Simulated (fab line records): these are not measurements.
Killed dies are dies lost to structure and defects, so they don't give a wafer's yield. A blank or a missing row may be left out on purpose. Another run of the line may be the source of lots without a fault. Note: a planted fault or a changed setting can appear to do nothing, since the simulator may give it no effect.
Matching of chambers / flow n5 finfet / pecvd-02 running N5_BEOL_M0_SAQP_PECVD_00: 3 sister chambers
The step deposits SiCN from 3MS/NH3, target thk 8 nm, time 14 s. 6 wafers are shown with their chamber, then 7 later ones without.

EACH WAFER AND ITS CHAMBER
wafer=L084.4; chamber=0; throttle valve pct (%)=9.9; showerhead plenum p Torr (Torr)=3.650
wafer=L084.5; chamber=1; throttle valve pct (%)=10.0; showerhead plenum p Torr (Torr)=3.654
wafer=L085.4; chamber=2; throttle valve pct (%)=8.7; showerhead plenum p Torr (Torr)=3.656
wafer=L085.5; chamber=0; throttle valve pct (%)=9.8; showerhead plenum p Torr (Torr)=3.656
wafer=L089.1; chamber=2; throttle valve pct (%)=8.8; showerhead plenum p Torr (Torr)=3.667
wafer=L089.2; chamber=1; throttle valve pct (%)=9.9; showerhead plenum p Torr (Torr)=3.650

WAFERS MISSING THEIR CHAMBER
wafer=L089.6; throttle valve pct (%)=8.9; showerhead plenum p Torr (Torr)=3.654
wafer=L090.1; throttle valve pct (%)=9.9; showerhead plenum p Torr (Torr)=3.654
wafer=L090.2; throttle valve pct (%)=8.8; showerhead plenum p Torr (Torr)=3.668
wafer=L090.4; throttle valve pct (%)=8.7; showerhead plenum p Torr (Torr)=3.672
wafer=L092.1; throttle valve pct (%)=8.7; showerhead plenum p Torr (Torr)=3.668
wafer=L092.3; throttle valve pct (%)=9.8; showerhead plenum p Torr (Torr)=3.651
wafer=L092.4; throttle valve pct (%)=9.0; showerhead plenum p Torr (Torr)=3.668

THE CHAMBER EACH PASSED THROUGH
wafer=L089.6; from the rows above=2; in truth=2
wafer=L090.1; from the rows above=can't be placed: 0 or 1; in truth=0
wafer=L090.2; from the rows above=2; in truth=2
wafer=L090.4; from the rows above=2; in truth=2
wafer=L092.1; from the rows above=2; in truth=2
wafer=L092.3; from the rows above=can't be placed: 0 or 1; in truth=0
wafer=L092.4; from the rows above=2; in truth=2
Correctly placed: 5 of 7. Can't be placed from these rows: 2 (the true chamber is among the candidates in 2). 0 placed wrongly.
How it was worked out, from the rows above alone: a wafer's distance from a chamber is the root of the sum, over the readings, of the square of ((its reading less the chamber's mean) divided by the reading's scatter). The wafer belongs to the nearest chamber; if the next one is less than 2 further off, it can't be placed. A chamber's mean is the mean of its shown wafers. The scatter is the square root of a quotient: the sum, over the shown wafers, of each reading's squared deviation from its chamber's mean, divided by wafers minus chambers.
